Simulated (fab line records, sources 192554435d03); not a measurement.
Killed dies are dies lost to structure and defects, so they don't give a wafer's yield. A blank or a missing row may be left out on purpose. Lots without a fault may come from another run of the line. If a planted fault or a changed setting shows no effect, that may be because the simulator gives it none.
fab line records	flow n5_finfet
record lots=11	wafers=32	last_day=19
route steps=1938 shown BEOL_M7@1302 PASSIVATION@1936
lots with no fault: from the same line, run without faults
start_h: start of the lot's first displayed wafer, in hours after the record's first day	wait_h: hours from the lot's prior step to this one	" repeats the value in the row above	L1.1+2: one row covering several wafers at once	- no value, or no start was given	* or withheld: withheld	< > ~ a bound
route shown NAME@n: names a module that has steps shown in the file, with the first one's number in the route	usual: average and standard deviation across the fault-free wafers	same: alike in all rows	chamber/n: place in a boat	sites: readings site by site	_std_site: standard deviation across them	_edge_site: mean of outer sites minus mean of inner sites	radius_mm: how far each site lies from the wafer's centre	mask NAME#n: copy n	behind: the tool/chamber that last shaped the wafer	hold: the reason the lot was held/the length of the hold in hours/how it ended	device: which transistor (n, p or np) failed to switch	end of line: tests run on the same wafers once the route is complete	a step given without rows: its recipe and nothing more	killed: count of dies lost to structure and defects at first sort (not the wafer's yield)	map: dies across one wafer; x = killed, . = not, _ = none there
set.NAME: the run value of the setting; set.NAME@STEP: its run value at that earlier step	model.NAME: the simulator's own value behind a step, which no gauge read
the route's steps for a sample of lots (tables are steps, rows are wafers)
services: when a tool's chamber went out of use (start_h, in hours from the record's first day, below 0 if earlier), for how many hours, and the reason
## steps
# step N5_BEOL_M7_ETCH_66
# recipe chemistry=N2/H2	target=SOC	target_depth_a=800	overetch_a=160	mask_material=SiARC	temp_c=40	time_s=120	ion_energy_ev=200	pressure_mtorr=30	source_w=840	bias_w=150	n2_flow_sccm=200	h2_flow_sccm=200
# usual drypump_motor_current_A=6.1/0.47	oes_product_au=0.58/0.062	rf_vpp_V=523.7/2.3	showerhead_plenum_p_Torr=2.53/0.077	throttle_valve_pct=17.87/0.25
lot.wafer	tool	chamber	start_h	wait_h	drypump_motor_current_A	oes_product_au	rf_hours_counter_h	rf_vpp_V	showerhead_plenum_p_Torr	throttle_valve_pct
L647.1	rie_diel-06	0	201.11	0.0	6.5	0.68	38	524.5	2.58	17.60
L647.2	"	3	"	"	5.6	0.56	173	525.8	2.63	17.95
L647.6	"	3	"	"	5.6	0.55	-	526.5	2.63	17.97
L648.2	rie_diel-06	0	218.41	0.0	6.5	0.67	44	525.1	2.58	17.60
L648.3	"	1	"	"	5.8	0.58	157	523.3	2.45	17.67
L648.5	"	0	"	"	6.5	0.68	-	526.5	2.58	17.62
L649.3	rie_diel-06	2	224.39	0.0	6.7	0.54	230	520.7	2.41	18.00
L649.4	"	3	"	"	5.6	0.54	179	527.1	2.63	17.98
L649.5	"	3	"	"	5.6	0.55	-	527.1	2.63	17.96
L652.1	rie_diel-05	0	227.30	0.0	6.0	0.68	21	526.3	2.60	17.37
L652.3	"	2	"	"	6.7	0.53	244	523.1	2.52	17.84
L652.4	"	1	"	"	5.7	0.54	218	521.4	2.42	18.22
L654.4	rie_diel-02	1	261.75	0.0	5.7	0.54	197	526.4	2.63	17.91
L654.5	"	3	"	"	6.5	0.59	-	522.2	2.44	18.14
L654.6	"	0	"	"	6.5	0.55	-	523.7	2.54	18.15
L656.1	rie_diel-05	0	267.84	0.0	6.0	0.67	33	524.3	2.59	17.40
L656.4	"	1	"	"	5.7	0.54	-	519.9	2.42	18.23
L656.5	"	0	"	"	5.9	0.67	-	525.7	2.59	17.39
L657.4	rie_diel-02	3	269.46	0.0	6.5	0.59	137	521.0	2.44	18.15
L657.5	"	2	"	"	5.9	0.51	-	522.3	2.51	17.94
L657.6	"	3	"	"	6.5	0.58	-	521.2	2.44	18.13
L661.1	rie_diel-02	0	314.90	0.0	6.6	0.54	188	523.7	2.53	18.19
L661.3	"	1	"	"	5.7	0.53	212	528.1	2.62	17.95
L667.2	rie_diel-06	1	356.61	0.0	5.8	0.55	190	521.4	2.44	17.72
L667.3	"	2	"	"	6.7	0.72	11	529.1	2.71	17.70
L667.4	"	0	"	"	6.5	0.63	81	523.9	2.56	17.67
L669.2	rie_diel-06	3	369.62	0.0	5.6	0.52	218	526.3	2.62	18.03
L669.3	"	0	"	"	6.4	0.63	86	524.7	2.56	17.69
L669.5	"	1	"	"	5.8	0.56	-	519.8	2.44	17.72
L668.3	rie_diel-05	0	370.51	0.1	6.0	0.64	-	524.9	2.58	17.44
L668.4	"	0	"	"	5.9	0.64	-	524.9	2.58	17.45
L668.5	"	0	"	"	5.9	0.63	-	523.1	2.58	17.45
# step N5_BEOL_M7_VIA_ETCH_34
# recipe chemistry=C4F6/O2	target=SiCOH_lowk	target_depth_a=1255	mask_material=SOC	taper_deg=4	time_s=50.5	ion_energy_ev=250	pressure_mtorr=30	source_w=345	bias_w=185	Ar_flow_sccm=300	C4F6_flow_sccm=10	O2_flow_sccm=10
# usual drypump_motor_current_A=6.1/0.46	oes_ar_750_au=0.76/0.079	oes_product_au=0.76/0.087	rf_vpp_V=670/11	showerhead_plenum_p_Torr=2.84/0.09	throttle_valve_pct=20.91/0.26
lot.wafer	tool	chamber	start_h	wait_h	drypump_motor_current_A	oes_ar_750_au	oes_product_au	rf_hours_counter_h	rf_vpp_V	showerhead_plenum_p_Torr	throttle_valve_pct
L647.1	rie_diel-06	0	201.21	0.0	6.5	0.88	0.89	38	671	2.91	20.71
L647.2	"	3	"	"	5.6	0.73	0.73	173	686	2.95	21.10
L647.6	"	3	"	"	5.6	0.73	0.73	-	686	2.95	21.10
L648.2	rie_diel-06	0	218.51	0.0	6.4	0.86	0.89	44	671	2.91	20.72
L648.3	"	1	"	"	5.7	0.74	0.75	157	680	2.73	20.54
L648.5	"	0	"	"	6.5	0.86	0.89	-	671	2.91	20.70
L649.3	rie_diel-06	2	224.49	0.0	6.8	0.71	0.72	230	672	2.71	21.17
L649.4	"	3	"	"	5.5	0.72	0.72	180	686	2.95	21.11
L649.5	"	3	"	"	5.5	0.72	0.72	-	687	2.95	21.11
L652.1	rie_diel-05	0	227.40	0.0	6.0	0.91	0.90	21	671	2.89	20.36
L652.3	"	2	"	"	6.7	0.69	0.68	244	650	2.81	20.84
L652.4	"	1	"	"	5.7	0.70	0.69	218	670	2.72	21.26
L654.4	rie_diel-02	1	261.85	0.0	5.7	0.70	0.68	197	667	2.93	20.89
L654.5	"	3	"	"	6.5	0.77	0.76	-	654	2.72	20.99
L654.6	"	0	"	"	6.5	0.73	0.73	-	682	2.84	21.23
L656.1	rie_diel-05	0	267.94	0.0	6.0	0.87	0.87	33	672	2.89	20.40
L656.4	"	1	"	"	5.7	0.69	0.68	-	671	2.72	21.26
L656.5	"	0	"	"	5.9	0.87	0.88	-	673	2.89	20.39
L657.4	rie_diel-02	3	269.56	0.0	6.5	0.76	0.76	137	654	2.71	20.99
L657.5	"	2	"	"	5.9	0.70	0.68	-	655	2.81	21.03
L657.6	"	3	"	"	6.5	0.77	0.76	-	654	2.71	20.98
L661.1	rie_diel-02	0	315.00	0.0	6.5	0.71	0.72	188	683	2.83	21.24
L661.3	"	1	"	"	5.7	0.68	0.66	212	667	2.92	20.91
L667.2	rie_diel-06	1	356.71	0.0	5.7	0.72	0.72	190	678	2.71	20.60
L667.3	"	2	"	"	6.7	0.94	0.96	11	684	3.04	20.90
L667.4	"	0	"	"	6.5	0.81	0.84	81	670	2.89	20.79
L669.2	rie_diel-06	3	369.72	0.0	5.6	0.70	0.70	218	686	2.93	21.17
L669.3	"	0	"	"	6.4	0.82	0.84	86	671	2.89	20.77
L669.5	"	1	"	"	5.8	0.71	0.72	-	678	2.71	20.62
L668.3	rie_diel-05	0	370.78	0.1	6.0	0.82	0.83	-	671	2.87	20.46
L668.4	"	0	"	"	6.0	0.83	0.82	-	672	2.87	20.44
L668.5	"	0	"	"	6.0	0.82	0.82	-	671	2.87	20.45
# step N5_BEOL_M7_DEGAS_44
# recipe ambient=vacuum	temp_c=250	time_s=60
# usual heater_power_w=340/22
lot.wafer	tool	chamber	start_h	wait_h	heater_power_w
L647.1	pvd_sputter-03	-	203.20	1.0	339
L647.2	"	-	"	"	354
L647.6	"	-	"	"	341
L648.2	pvd_sputter-01	-	219.37	0.3	318
L648.3	"	-	"	"	362
L648.5	"	-	"	"	357
L649.3	pvd_sputter-01	-	225.33	0.2	313
L649.4	"	-	"	"	339
L649.5	"	-	"	"	338
L652.1	pvd_sputter-01	-	228.20	0.3	338
L652.3	"	-	"	"	323
L652.4	"	-	"	"	354
L654.4	pvd_sputter-03	-	263.11	0.6	325
L654.5	"	-	"	"	325
L654.6	"	-	"	"	330
L656.1	pvd_sputter-01	-	268.70	0.3	358
L656.4	"	-	"	"	340
L656.5	"	-	"	"	330
L657.4	pvd_sputter-01	-	270.33	0.1	354
L657.5	"	-	"	"	317
L657.6	"	-	"	"	342
L661.1	pvd_sputter-01	-	316.04	0.4	333
L661.3	"	-	"	"	336
L667.2	pvd_sputter-01	-	357.86	0.6	343
L667.3	"	-	"	"	326
L667.4	"	-	"	"	335
L669.2	pvd_sputter-01	-	370.50	0.2	341
L669.3	"	-	"	"	313
L669.5	"	-	"	"	351
L668.3	pvd_sputter-03	-	373.35	1.6	328
L668.4	"	-	"	"	329
L668.5	"	-	"	"	323
# step N5_BEOL_M7_ALD_77
# recipe material=TaN	target_thk_a=20	temp_c=275	ald_precursor_family=PDMAT	ald_co_reactant=NH3	pressure_torr=3	carrier_flow_sccm=1500	pulse_time_s=2	purge_time_s=3	co_reactant_purge_time_s=2	co_reactant_pulse_time_s=3	ald_cycles=40	precursor_vessel_temp_c=75	precursor_vessel_pressure_torr=26.25	precursor_vessel_carrier_sccm=1000
# usual ald_cycles=40/0	heater_power_w=408/42
lot.wafer	tool	chamber	start_h	wait_h	ald_cycles	heater_power_w
L647.1	ald_metal-04	1	203.33	0.1	40	379
L647.2	"	2	"	"	40	440
L647.6	"	1	"	"	40	379
L648.2	ald_metal-02	2	219.50	0.1	40	459
L648.3	"	3	"	"	40	431
L648.5	"	0	"	"	40	451
L649.3	ald_metal-02	3	225.43	0.0	40	423
L649.4	"	0	"	"	40	466
L649.5	"	2	"	"	40	458
L652.1	ald_metal-02	2	228.53	0.3	40	467
L652.3	"	0	"	"	40	469
L652.4	"	1	"	"	40	422
L654.4	ald_metal-02	3	263.21	0.0	40	418
L654.5	"	2	"	"	40	460
L654.6	"	1	"	"	40	435
L656.1	ald_metal-01	2	268.80	0.0	40	403
L656.4	"	0	"	"	40	475
L656.5	"	0	"	"	40	473
L657.4	ald_metal-04	0	270.44	0.1	40	359
L657.5	"	0	"	"	40	355
L657.6	"	3	"	"	40	369
L661.1	ald_metal-04	1	316.14	0.0	40	385
L661.3	"	2	"	"	35	438
L667.2	ald_metal-04	1	357.98	0.1	35	363
L667.3	"	3	"	"	35	346
L667.4	"	0	"	"	40	347
L669.2	ald_metal-01	0	370.61	0.0	40	488
L669.3	"	1	"	"	40	392
L669.5	"	2	"	"	40	392
L668.3	ald_metal-01	2	373.45	0.0	40	399
L668.4	"	3	"	"	40	368
L668.5	"	3	"	"	40	376
# step N5_PASSIVATION_PROBE_49
# usual defect_limited_yield=91.3/1.4	killed_at_M0_to_M3=33/11	killed_at_M4_up=15/6.2	killed_at_contacts=13/6.5	killed_at_front_end=38/11	killed_at_other=3.4/2.6	killed_dies=102/17	killed_open=67/12	killed_short=34/7.9	sort_bin_5_function=5.1/0.88	sort_bin_6_memory=3.3/0.65	sort_n_pass=1078/17	sort_yield_pct=91.3/1.4
# same gross_dies=1180	killed_at_back_side=0	sort_bin_4_leakage[%]=0	sort_bin_8_speed[%]=0
lot.wafer	tool	chamber	start_h	wait_h	defect_limited_yield[%]	killed_at_M0_to_M3	killed_at_M4_up	killed_at_contacts	killed_at_front_end	killed_at_other	killed_dies	killed_open	killed_short	sort_bin_5_function[%]	sort_bin_6_memory[%]	sort_n_pass	sort_yield_pct[%]
L647.1	prober-01	-	273.66	0.0	91.5	19	8	26	46	1	100	61	39	5.4	2.8	1080	91.5
L647.2	prober-01	-	273.71	0.1	92.7	24	23	20	19	0	86	62	23	4.8	2.3	1094	92.7
L647.6	prober-01	-	273.91	0.3	93.1	14	9	29	30	0	82	55	27	4.5	2.3	1098	93.1
L648.2	prober-02	-	297.64	0.1	92.2	34	4	10	43	1	92	65	27	4.8	3.0	1088	92.2
L648.3	prober-02	-	297.69	0.1	92.5	34	3	12	37	3	89	48	36	4.2	2.7	1091	92.5
L648.5	prober-02	-	297.79	0.2	90.5	46	14	21	29	2	112	73	39	5.7	3.7	1068	90.5
L652.1	prober-01	-	304.36	0.0	92.3	30	7	16	36	2	91	59	31	4.9	2.5	1089	92.3
L652.3	prober-01	-	304.46	0.1	93.9	21	15	3	32	1	72	44	26	3.6	2.3	1108	93.9
L652.4	prober-01	-	304.51	0.2	92.0	29	18	7	37	3	94	54	40	4.8	2.6	1086	92.0
L649.3	prober-02	-	315.83	0.1	92.4	21	14	18	32	5	90	57	31	4.4	2.9	1090	92.4
L649.4	prober-02	-	315.88	0.2	90.6	54	11	9	31	6	111	71	36	6.0	3.1	1069	90.6
L649.5	prober-02	-	315.93	0.2	92.2	37	15	7	28	5	92	62	28	4.6	3.0	1088	92.2
L654.4	prober-01	-	339.08	0.5	92.4	25	14	22	28	1	90	59	27	4.4	3.1	1090	92.4
L654.5	prober-01	-	339.13	0.6	91.9	43	7	8	34	3	95	58	36	4.7	3.0	1085	91.9
L654.6	prober-01	-	339.18	0.6	90.6	43	4	17	45	2	111	71	40	5.0	4.4	1069	90.6
L656.1	prober-02	-	340.67	0.3	89.9	36	11	11	60	1	119	70	45	6.2	3.4	1061	89.9
L656.4	prober-02	-	340.82	0.5	89.7	43	5	8	57	9	122	68	47	5.0	4.7	1058	89.7
L656.5	prober-02	-	340.87	0.5	91.0	28	13	8	55	2	106	70	31	4.7	3.6	1074	91.0
L657.4	prober-02	-	351.51	0.2	93.1	33	10	3	34	1	81	48	32	3.8	2.7	1099	93.1
L657.5	prober-02	-	351.56	0.2	92.9	29	18	3	32	2	84	56	28	4.1	3.0	1096	92.9
L657.6	prober-02	-	351.61	0.3	91.0	37	16	8	41	4	106	62	43	5.3	3.4	1074	91.0
L661.1	prober-01	-	391.87	0.0	93.2	25	13	8	33	1	80	57	23	3.6	3.0	1100	93.2
L661.3	prober-01	-	391.97	0.1	92.1	34	12	9	37	1	93	66	27	4.6	3.0	1087	92.1
L667.2	prober-02	-	434.81	0.8	93.1	31	11	4	25	11	82	44	36	4.8	1.9	1098	93.1
L667.3	prober-02	-	434.86	0.8	91.6	26	12	16	34	11	99	69	28	4.7	3.6	1081	91.6
L667.4	prober-02	-	434.91	0.9	91.6	16	17	25	34	7	99	64	32	5.9	1.7	1081	91.6
L669.2	prober-01	-	455.34	0.1	90.2	29	24	9	51	3	116	87	27	5.2	4.1	1064	90.2
L669.3	prober-01	-	455.39	0.1	90.8	18	31	15	39	6	109	71	36	5.8	3.3	1071	90.8
L669.5	prober-01	-	455.49	0.2	91.3	34	20	13	35	1	103	71	31	4.8	3.7	1077	91.3
L668.3	prober-02	-	455.84	0.1	94.4	27	9	6	22	2	66	41	25	3.1	2.5	1114	94.4
L668.4	prober-02	-	455.89	0.2	93.6	26	14	4	31	1	76	52	24	3.7	2.6	1104	93.6
L668.5	prober-02	-	455.94	0.2	93.7	24	22	6	22	0	74	43	31	3.6	2.5	1106	93.7
# killed by level:class
L647.1 MOL_CONTACT_COAG:geometric_particle:open=20 FIN_SAQP:geometric_particle:short=13 ILD0:geometric_particle:short=6 MOL_CONTACT_COAG:geometric_particle:short=6 BEOL_M0_SAQP:geometric_particle:short=6 GATE_CUT:geometric_particle:open=5 BEOL_M4:geometric_particle:open=5 ILD0:geometric_particle:open=4
L647.2 BEOL_M4:geometric_particle:open=12 MOL_CONTACT_COAG:geometric_particle:open=10 MOL_CONTACT_COAG:geometric_particle:short=10 BEOL_M3:geometric_particle:open=8 FIN_SAQP:geometric_particle:open=5 STI_FIN_REVEAL:geometric_particle:open=5 BEOL_M0_SAQP:geometric_particle:open=5 FIN_SAQP:geometric_particle:short=3
L647.6 MOL_CONTACT_COAG:geometric_particle:open=19 MOL_CONTACT_COAG:geometric_particle:short=10 STI_FIN_REVEAL:geometric_particle:open=8 FIN_CUT:geometric_particle:open=4 STI_FIN_REVEAL:geometric_particle:short=4 BEOL_M4:geometric_particle:open=4 STARTING-WAFER:geometric_particle:open=4 BEOL_M2:geometric_particle:open=3
L648.2 BEOL_M0_SAQP:geometric_particle:open=12 STI_FIN_REVEAL:geometric_particle:open=10 DUMMY_GATE:geometric_particle:open=8 BEOL_M0_SAQP:geometric_particle:short=8 MOL_CONTACT_COAG:geometric_particle:open=7 BEOL_M2:geometric_particle:open=7 GATE_CUT:geometric_particle:short=6 GATE_CUT:geometric_particle:open=6
L648.3 BEOL_M0_SAQP:geometric_particle:short=13 STI_FIN_REVEAL:geometric_particle:open=10 MOL_CONTACT_COAG:geometric_particle:open=9 BEOL_M0_SAQP:geometric_particle:open=8 GATE_CUT:geometric_particle:short=6 GATE_CUT:geometric_particle:open=4 BEOL_M3:geometric_particle:open=4 HKMG_FIN:area_etch=4
L648.5 MOL_CONTACT_COAG:geometric_particle:open=18 BEOL_M2:geometric_particle:open=11 BEOL_M0_SAQP:geometric_particle:open=9 BEOL_M0_SAQP:geometric_particle:short=8 BEOL_M4:geometric_particle:open=7 FIN_SAQP:geometric_particle:short=6 DUMMY_GATE:geometric_particle:open=5 STI_FIN_REVEAL:geometric_particle:open=4
L652.1 MOL_CONTACT_COAG:geometric_particle:open=14 BEOL_M0_SAQP:geometric_particle:open=10 STI_FIN_REVEAL:geometric_particle:open=8 BEOL_M0_SAQP:geometric_particle:short=8 STI_FIN_REVEAL:geometric_particle:short=6 GATE_CUT:geometric_particle:short=6 BEOL_M3:geometric_particle:open=5 GATE_CUT:geometric_particle:open=4
L652.3 BEOL_M3:geometric_particle:open=9 GATE_CUT:geometric_particle:short=6 BEOL_M4:geometric_particle:open=6 STI_FIN_REVEAL:geometric_particle:open=5 DUMMY_GATE:geometric_particle:open=5 BEOL_M4:geometric_particle:short=4 DUMMY_GATE:geometric_particle:short=3 FIN_SAQP:geometric_particle:short=2
L652.4 BEOL_M4:geometric_particle:open=12 GATE_CUT:geometric_particle:short=8 STI_FIN_REVEAL:geometric_particle:open=7 BEOL_M0_SAQP:geometric_particle:short=7 BEOL_M0_SAQP:geometric_particle:open=7 STARTING-WAFER:geometric_particle:short=6 MOL_CONTACT_COAG:geometric_particle:open=5 BEOL_M2:geometric_particle:open=5
L649.3 MOL_CONTACT_COAG:geometric_particle:open=14 FIN_SAQP:geometric_particle:open=7 BEOL_M2:geometric_particle:open=6 FIN_SAQP:geometric_particle:short=5 BEOL_M0_SAQP:geometric_particle:short=5 STI_FIN_REVEAL:geometric_particle:short=4 BEOL_M4:geometric_particle:open=4 BEOL_M5:geometric_particle:open=4
L649.4 BEOL_M0_SAQP:geometric_particle:open=15 BEOL_M0_SAQP:geometric_particle:short=13 BEOL_M3:geometric_particle:open=13 MOL_CONTACT_COAG:geometric_particle:open=7 GATE_CUT:geometric_particle:short=6 BEOL_M1:geometric_particle:open=6 FIN_SAQP:geometric_particle:open=5 GATE_CUT:geometric_particle:open=5
L649.5 GATE_CUT:geometric_particle:open=9 BEOL_M0_SAQP:geometric_particle:open=9 BEOL_M0_SAQP:geometric_particle:short=9 BEOL_M2:geometric_particle:open=7 BEOL_M3:geometric_particle:open=6 BEOL_M1:geometric_particle:open=5 BEOL_M4:geometric_particle:open=5 BEOL_M5:geometric_particle:open=5
L654.4 MOL_CONTACT_COAG:geometric_particle:open=19 FIN_SAQP:geometric_particle:open=8 FIN_SAQP:geometric_particle:short=5 BEOL_M2:geometric_particle:open=5 BEOL_M0_SAQP:geometric_particle:short=4 DUMMY_GATE:geometric_particle:open=3 MOL_CONTACT_COAG:geometric_particle:short=3 BEOL_M0_SAQP:geometric_particle:open=3
L654.5 BEOL_M1:geometric_particle:open=12 BEOL_M2:geometric_particle:open=9 BEOL_M0_SAQP:geometric_particle:open=8 FIN_SAQP:geometric_particle:open=6 GATE_CUT:geometric_particle:short=6 MOL_CONTACT_COAG:geometric_particle:open=6 BEOL_M0_SAQP:geometric_particle:short=6 FIN_SAQP:geometric_particle:short=5
L654.6 FIN_SAQP:geometric_particle:open=14 FIN_SAQP:geometric_particle:short=14 MOL_CONTACT_COAG:geometric_particle:open=14 BEOL_M0_SAQP:geometric_particle:short=12 BEOL_M2:geometric_particle:open=12 BEOL_M0_SAQP:geometric_particle:open=8 STI_FIN_REVEAL:geometric_particle:open=6 BEOL_M1:geometric_particle:open=5
L656.1 FIN_SAQP:geometric_particle:short=18 FIN_SAQP:geometric_particle:open=13 STI_FIN_REVEAL:geometric_particle:open=11 BEOL_M0_SAQP:geometric_particle:open=10 BEOL_M0_SAQP:geometric_particle:short=8 MOL_CONTACT_COAG:geometric_particle:open=7 BEOL_M2:geometric_particle:open=5 GATE_CUT:geometric_particle:short=4
L656.4 FIN_SAQP:geometric_particle:short=19 FIN_SAQP:geometric_particle:open=12 BEOL_M1:geometric_particle:open=12 BEOL_M0_SAQP:geometric_particle:short=10 STI_FIN_REVEAL:geometric_particle:open=8 BEOL_M3:geometric_particle:open=8 MOL_CONTACT_COAG:geometric_particle:open=7 BEOL_M0_SAQP:geometric_particle:open=6
L656.5 FIN_SAQP:geometric_particle:open=16 STI_FIN_REVEAL:geometric_particle:open=10 FIN_SAQP:geometric_particle:short=9 BEOL_M1:geometric_particle:open=9 MOL_CONTACT_COAG:geometric_particle:open=6 BEOL_M0_SAQP:geometric_particle:open=6 BEOL_M5:geometric_particle:open=6 DUMMY_GATE:geometric_particle:open=4
L657.4 BEOL_M0_SAQP:geometric_particle:open=11 BEOL_M0_SAQP:geometric_particle:short=9 DUMMY_GATE:geometric_particle:open=6 GATE_CUT:geometric_particle:short=5 BEOL_M4:geometric_particle:open=5 FIN_SAQP:geometric_particle:open=4 BEOL_M3:geometric_particle:open=4 FIN_SAQP:geometric_particle:short=3
L657.5 BEOL_M0_SAQP:geometric_particle:open=14 FIN_SAQP:geometric_particle:open=11 FIN_SAQP:geometric_particle:short=8 BEOL_M4:geometric_particle:open=7 BEOL_M0_SAQP:geometric_particle:short=6 BEOL_M5:geometric_particle:open=6 BEOL_M1:geometric_particle:open=3 BEOL_M4:geometric_particle:short=3
L657.6 BEOL_M0_SAQP:geometric_particle:short=11 ILD0:geometric_particle:short=10 BEOL_M4:geometric_particle:open=10 BEOL_M0_SAQP:geometric_particle:open=9 FIN_SAQP:geometric_particle:open=7 MOL_CONTACT_COAG:geometric_particle:open=7 ILD0:geometric_particle:open=4 GATE_CUT:geometric_particle:short=4
L661.1 STI_FIN_REVEAL:geometric_particle:open=10 FIN_SAQP:geometric_particle:open=7 MOL_CONTACT_COAG:geometric_particle:open=7 BEOL_M1:geometric_particle:open=5 BEOL_M2:geometric_particle:open=5 BEOL_M0_SAQP:geometric_particle:short=4 BEOL_M3:geometric_particle:open=4 ILD0:geometric_particle:short=3
L661.3 STI_FIN_REVEAL:geometric_particle:open=11 BEOL_M1:geometric_particle:open=11 MOL_CONTACT_COAG:geometric_particle:open=8 BEOL_M2:geometric_particle:open=8 BEOL_M2:geometric_particle:short=6 FIN_SAQP:geometric_particle:short=5 DUMMY_GATE:geometric_particle:open=5 BEOL_M1:geometric_particle:short=5
L667.2 BEOL_M0_SAQP:geometric_particle:short=12 STI_FIN_REVEAL:geometric_particle:open=7 BEOL_M0_SAQP:geometric_particle:open=6 BEOL_M4:geometric_particle:open=6 PASS1_CAP:geometric_particle:short=5 BEOL_M2:geometric_particle:open=5 STARTING-WAFER:geometric_particle:short=5 PASS1_CAP:geometric_particle:open=4
L667.3 MOL_CONTACT_COAG:geometric_particle:open=13 STI_FIN_REVEAL:geometric_particle:open=9 BEOL_M2:geometric_particle:open=9 FIN_SAQP:geometric_particle:short=8 BEOL_M4:geometric_particle:open=6 BEOL_M0_SAQP:geometric_particle:open=6 PASS1_CAP:geometric_particle:open=5 DUMMY_GATE:geometric_particle:open=3
L667.4 MOL_CONTACT_COAG:geometric_particle:open=20 STI_FIN_REVEAL:geometric_particle:open=11 BEOL_M4:geometric_particle:open=7 FIN_SAQP:geometric_particle:short=6 MOL_CONTACT_COAG:geometric_particle:short=5 PASS1_CAP:geometric_particle:short=4 STI_FIN_REVEAL:geometric_particle:short=3 BEOL_M0_SAQP:geometric_particle:open=3
L669.2 BEOL_M4:geometric_particle:open=18 FIN_SAQP:geometric_particle:open=13 BEOL_M2:geometric_particle:open=10 BEOL_M3:geometric_particle:open=9 MOL_CONTACT_COAG:geometric_particle:open=8 FIN_SAQP:geometric_particle:short=4 DUMMY_GATE:geometric_particle:open=4 ILD0:geometric_particle:open=4
L669.3 BEOL_M4:geometric_particle:open=18 MOL_CONTACT_COAG:geometric_particle:open=11 FIN_SAQP:geometric_particle:short=9 BEOL_M2:geometric_particle:open=6 STARTING-WAFER:geometric_particle:open=6 FIN_SAQP:geometric_particle:open=5 STI_FIN_REVEAL:geometric_particle:open=4 DUMMY_GATE:geometric_particle:open=4
L669.5 BEOL_M4:geometric_particle:open=14 STI_FIN_REVEAL:geometric_particle:open=9 BEOL_M2:geometric_particle:open=9 BEOL_M3:geometric_particle:open=9 MOL_CONTACT_COAG:geometric_particle:open=8 FIN_SAQP:geometric_particle:open=5 MOL_CONTACT_COAG:geometric_particle:short=5 BEOL_M0_SAQP:geometric_particle:short=4
L668.3 BEOL_M2:geometric_particle:open=7 GATE_CUT:geometric_particle:short=6 BEOL_M3:geometric_particle:open=6 BEOL_M1:geometric_particle:open=5 MOL_CONTACT_COAG:geometric_particle:open=4 FIN_SAQP:geometric_particle:open=3 BEOL_M0_SAQP:geometric_particle:short=3 BEOL_M4:geometric_particle:open=3
L668.4 BEOL_M1:geometric_particle:open=10 FIN_SAQP:geometric_particle:open=6 DUMMY_GATE:geometric_particle:open=6 STARTING-WAFER:geometric_particle:short=6 BEOL_M4:geometric_particle:open=4 BEOL_M3:geometric_particle:open=4 STARTING-WAFER:geometric_particle:open=4 DUMMY_GATE:geometric_particle:short=3
L668.5 BEOL_M4:geometric_particle:open=10 FIN_SAQP:geometric_particle:short=8 BEOL_M0_SAQP:geometric_particle:short=5 BEOL_M0_SAQP:geometric_particle:open=4 BEOL_M1:geometric_particle:open=4 BEOL_M3:geometric_particle:open=4 BEOL_M7:geometric_particle:open=4 GATE_CUT:geometric_particle:short=3
## services
tool	chamber	start_h	hours	kind
rie_diel-05	1	198.10	1.3	repair
ald_metal-02	-	203.60	0.8	repair
rie_diel-06	3	216.58	5.0	repair
ald_metal-01	-	220.67	1.1	repair
ald_metal-02	-	233.34	1.0	repair
rie_diel-06	1	240.99	8.6	repair
rie_diel-05	2	250.56	-	clean
rie_diel-05	2	250.56	-	consumable_replace:focus_ring
rie_diel-05	2	250.56	17.4	scheduled_down
rie_diel-05	2	250.56	17.4	vent_cycle
ald_metal-02	-	268.63	1.1	repair
rie_diel-06	2	304.96	-	clean
rie_diel-06	2	304.96	-	consumable_replace:focus_ring
rie_diel-06	2	304.96	-	consumable_replace:showerhead
rie_diel-06	2	304.96	12.3	scheduled_down
rie_diel-06	2	304.96	12.3	vent_cycle
ald_metal-02	-	308.73	8.7	pm
ald_metal-04	-	318.09	1.4	repair
rie_diel-06	1	319.92	6.7	repair
ald_metal-02	-	325.33	2.8	pm
ald_metal-04	-	337.48	14.0	pm
rie_diel-06	3	357.07	4.4	repair
rie_diel-05	2	361.93	29.1	repair
pvd_sputter-01	-	370.77	4.7	repair
## key
first_sign step=N5_BEOL_M7_ALD_77	reading=ald_cycles	direction=down	sigmas=99+	usual=*	struck=*
effect none on later readings
met_at N5_BEOL_M7_ALD_77
struck_lots L661,L667
struck_wafers L661.3,L667.2,L667.3
not_acting_at N5_BEOL_M7_ETCH_66,N5_BEOL_M7_VIA_ETCH_34,N5_BEOL_M7_DEGAS_44
onset_between 270.44 316.14
fault kind=process_parameter_drift	tool=ald_metal-04	chamber=-	onset_h=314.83	steps=N5_BEOL_M7_ALD_77	channel=ald_cycles	offset=*	shape=step	end_h=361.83	scope=struck_wafers_only	acts_in=*	stated=*
